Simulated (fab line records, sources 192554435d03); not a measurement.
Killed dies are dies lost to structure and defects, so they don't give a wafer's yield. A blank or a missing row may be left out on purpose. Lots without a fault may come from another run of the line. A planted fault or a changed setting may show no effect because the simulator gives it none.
Which tool did it? | flow n5_finfet | 24 lots, 72 wafers sampled, at 1 step of a route of 1938

WHAT THE GAUGES READ, wafer by wafer
N5_BEOL_M5_INSPECT_30: inspects for defects (brightfield).
lot  | measured     | on                | raw_defect_count
L074 | day 8 06:32  | defect_inspect-02 | 376 330 346
L075 | day 8 13:13  | defect_inspect-01 | 364 408 390
L076 | day 9 03:37  | defect_inspect-02 | 635 446 388
L077 | day 9 03:40  | defect_inspect-01 | 351 389 364
L078 | day 9 09:46  | defect_inspect-01 | 392 406 479
L079 | day 9 13:37  | defect_inspect-02 | 639 597 537
L081 | day 9 21:35  | defect_inspect-02 | 427 405 575
L080 | day 9 21:38  | defect_inspect-01 | 320 270 299
L082 | day 9 23:40  | defect_inspect-01 | 350 391 341
L083 | day 10 12:29 | defect_inspect-02 | 434 464 461
L086 | day 11 06:37 | defect_inspect-02 | 487 363 331
L084 | day 11 06:40 | defect_inspect-01 | 263 276 258
L085 | day 11 13:38 | defect_inspect-01 | 434 394 356
L088 | day 11 15:54 | defect_inspect-02 | 379 460 490
L087 | day 11 16:05 | defect_inspect-02 | 289 267 245
L089 | day 12 09:01 | defect_inspect-02 | 360 276 290
L090 | day 12 09:58 | defect_inspect-01 | 394 436 339
L092 | day 12 17:18 | defect_inspect-02 | 432 563 450
L091 | day 12 20:01 | defect_inspect-02 | 428 270 429
L094 | day 13 03:47 | defect_inspect-02 | 420 325 311
L093 | day 13 08:10 | defect_inspect-01 | 596 443 398
L096 | day 13 19:55 | defect_inspect-02 | 382 608 516
L095 | day 13 19:58 | defect_inspect-02 | 306 311 478
L097 | day 14 00:27 | defect_inspect-02 | 355 554 500

WHICH TOOL RAN EACH LOT (tool, then ch and the chambers of the sampled wafers, then the start)
The record holds no process step before these readings.

WHAT THE TOOLS THEMSELVES READ (means of the sampled wafers that have a number; where no wafer has one, the mark that the record gives instead)
The record holds no such reading with a usual standard deviation.

THE ANSWER, worked out from the rows above alone
Rule: what is usual is taken from the lots themselves. Put in order of their means at a reading, lots are off if they are a third of the lots or fewer, leave a main group of 4 or more, and stand apart from it by a gap of 3 or more times the standard deviation of the main group's means; of several such gaps the widest counts. A main group whose means are all the same, to the digits that the tables above print for the reading, isn't used. A lot without any number at a reading at which 4 lots or more have one is off too. The other lots that the step has rows for count as sound. The gauges are gone through in route order, then the tools' own readings, and for those a lot's mean is taken as printed above. The first step at which some lot is off is used, and at that step the reading that is off furthest; a lot without a number counts as furthest.
No lot is off at any reading shown: from this, nothing can be told.

WHAT THE SIMULATOR HAD PUT IN
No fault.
